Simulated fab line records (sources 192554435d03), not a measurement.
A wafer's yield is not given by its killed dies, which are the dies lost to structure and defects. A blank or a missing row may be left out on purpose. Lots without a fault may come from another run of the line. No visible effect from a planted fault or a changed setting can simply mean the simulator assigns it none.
Comparing a struck lot with a sound one :: flow n5-finfet :: 16 out of 1938 route steps
Sound: these wafers, L372.2, L372.3, L372.4. Struck: wafer L363.6. (L363.3 of the same lot was not struck and is left out.) The cause comes at the end.
Per side, at each step with rows, come the tool, then ch with its chambers, and then its first start. Under that, the readings that differ: sound wafers :: struck wafers :: difference of the means :: sigmas: that difference in standard deviations of wafers without a fault.
alike: readings with means less than 2 such deviations apart, plus words and numbers identical on both sides. not compared: withheld readings, readings lacking a value on some wafer, bounds such as >300 that could conceal the same value, and numbers that have no deviation in the record and whose values overlap.
Wherever a step has rows on one side only, a row that says differs or no value, or a row with sigmas, the two part there. Numbers that have no deviation but don't overlap get no sigmas and don't part them. Lack of a reading on every wafer of one side parts them only where that side has two or more wafers.

first, 5 steps without rows for these wafers: N5_BEOL_M0_CUTY_EBR_52; N5_BEOL_M0_CUTY_SOFTBAKE_53 (time 60 s); N5_BEOL_M0_CUTY_EXPOSE_54 (exposes mask M0 ABLK); N5_BEOL_M0_CUTY_PEB_55 (peb time 60 s); N5_BEOL_M0_CUTY_DEVELOP_56 (develop time 30 s).
N5_BEOL_M0_CUTY_CD_MEAS_57 targets a cd of 200 nm.
  sound on cd-sem-01 ch 0, day 10 23:33; struck on cd-sem-03 ch 0, day 8 11:51
  alike: cd-nm
N5_BEOL_M0_CUTY_OVL_MEAS_58:
  sound on overlay-02 ch 0, day 10 23:35; struck on overlay-01 ch 0, day 8 11:53
  alike: M0_ABLK_OVL
N5_BEOL_M0_CUTY_INSPECT_59: inspects for defects (macro).
  sound on defect-inspect-02 at day 10 23:37; struck on defect-inspect-01 at day 8 11:55
  alike: raw-defect-count
N5_BEOL_M0_CUTY_DESCUM_61: chemistry O2, time 7.9 s.
  sound on rie-diel-06 ch 0,2, day 10 23:44; struck on rie-diel-06 ch 3, day 8 11:56
reading: rf-vpp-V (V)
sound: 242.7 240.4 241.0
struck: 244.3
difference: +2.9
sigmas: +2
  alike: drypump-motor-current-A, oes-product-au, showerhead-plenum-p-Torr, temp-c, throttle-valve-pct
  not compared: rf-hours-counter-h
N5_BEOL_M0_CUTY_ETCH_62: etches SiARC in CF4, time 58.5 s.
  sound on rie-diel-06 ch 0,2, day 10 23:46; struck on rie-diel-06 ch 3, day 8 11:58
  alike: drypump-motor-current-A, etch-rf-on-time-s, oes-product-au, rf-vpp-V, showerhead-plenum-p-Torr, throttle-valve-pct
  not compared: rf-hours-counter-h
N5_BEOL_M0_CUTY_ETCH_63: etches SOC in N2/H2, target depth 82.7 nm, overetch 16.5 nm, time 124 s.
  sound on rie-diel-06 ch 0,2, day 10 23:49; struck on rie-diel-06 ch 3, day 8 12:01
  alike: drypump-motor-current-A, oes-product-au, rf-vpp-V, showerhead-plenum-p-Torr, temp-c, throttle-valve-pct
  not compared: rf-hours-counter-h
then, 1 step without rows for these wafers: N5_BEOL_M0_CUTY_STRIP_64 (strips in N2/H2).
N5_BEOL_M0_ETCH_138: etches SiCN in CH3F/O2, target depth 12 nm, time 31.6 s.
  sound on rie-diel-06 ch 0,2, day 10 23:56; struck on rie-diel-06 ch 3, day 8 12:08
reading: etch-rf-on-time-s (s)
sound: 28.0 31.5 30.1
struck: 37.7
difference: +7.8
sigmas: +9
  alike: CH3F_flow_sccm, drypump-motor-current-A, oes-product-au, rf-vpp-V, showerhead-plenum-p-Torr, throttle-valve-pct
  not compared: rf-hours-counter-h
N5_BEOL_M0_HM_OPEN_105: chemistry Cl2/BCl3, target TiN, target depth 12 nm.
  sound on rie-metal-03 ch 0,1, day 11 03:20; struck on rie-metal-03 ch 0, day 8 12:31
  alike: drypump-motor-current-A, he-backside-leak-sccm, oes-product-au, throttle-valve-pct
  not compared: rf-hours-counter-h
-- a jump in the record: the struck wafers' starts before and after are 2 days apart (it breaks off in module BEOL_M0 and resumes in module BEOL_M4, where the first step shown is number 1111 of the route) --
N5_BEOL_M4_RC_MEAS_101:
  sound on prober-02 ch 0, day 13 16:08; struck on prober-01 ch 0, day 10 22:16
  alike: DIBL_N, DIBL_P, IOFF_N, IOFF_P, ION_N, ION_P, SS_N, SS_P, VT_N, VT_P
-- record jumps: 4 days separate the struck wafers' starts on either side; left off in module BEOL_M4, taken up again in module PASSIVATION, whose first shown step is the route's number 1936 --
N5_PASSIVATION_PROBE_49:
  sound on prober-02 at day 17 20:14; struck on prober-02 at day 15 09:20
reading: killed-at-front-end
sound: 58 68 84
struck: 41
difference: -29
sigmas: -2
  alike: defect-limited-yield, killed_at_M0_to_M3, killed_at_M4_up, killed-at-contacts, killed-at-other, killed-dies, killed-on-rim, killed-open, killed-short, sort_bin_5_function, sort_bin_6_memory, sort_bin_8_speed, sort-n-pass, sort-yield-pct

== WHERE THEY PART ==
Earliest at N5_BEOL_M0_CUTY_DESCUM_61; latest, in this record, at N5_PASSIVATION_PROBE_49.

WHY: what the simulator had put in
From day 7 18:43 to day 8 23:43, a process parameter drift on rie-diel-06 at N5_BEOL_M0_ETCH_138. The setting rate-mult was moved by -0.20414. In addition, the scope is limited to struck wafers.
